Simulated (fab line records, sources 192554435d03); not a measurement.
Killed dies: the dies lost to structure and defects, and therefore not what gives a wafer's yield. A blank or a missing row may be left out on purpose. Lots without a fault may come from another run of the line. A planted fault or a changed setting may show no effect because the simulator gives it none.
Chamber matching    flow n5 finfet    rie diel-04 running N5_BEOL_M1_ETCHBACK_99: 4 sister chambers
The step etches SiO2 in CHF3, target depth 5 nm, time 10.4 s. 4 wafers are shown with their chamber, then 9 later ones without.

EACH WAFER AND ITS CHAMBER
wafer   chamber  showerhead plenum p Torr (Torr)
L083.2  0        2.14
L083.3  1        2.10
L083.5  3        2.05
L083.6  2        2.23

WAFERS WITHOUT THEIR CHAMBER
wafer   showerhead plenum p Torr (Torr)
L086.3  2.05
L086.4  2.14
L086.5  2.23
L087.1  2.05
L087.2  2.10
L087.3  2.13
L087.4  2.23
L087.5  2.14
L087.6  2.10

THE CHAMBER EACH PASSED THROUGH
wafer   from the rows above  in truth
L086.3  3                    3
L086.4  0                    0
L086.5  2                    2
L087.1  3                    3
L087.2  1                    1
L087.3  0                    0
L087.4  2                    2
L087.5  0                    0
L087.6  1                    1
Correctly placed: 9 of 9. From these rows, 0 cannot be placed. 0 placed wrongly.
How it was worked out, from the rows above alone: a wafer's distance from a chamber is the root of the sum, over the readings, of the square of ((its reading less the chamber's mean) divided by the reading's scatter). The wafer belongs to the nearest chamber; if the next one is less than 2 further off, it can't be placed. Each chamber's mean is taken over the wafers shown for it. The scatter (one wafer shown for each chamber): square how far every hidden wafer sits from the nearest shown wafer, average those squares and take the square root.
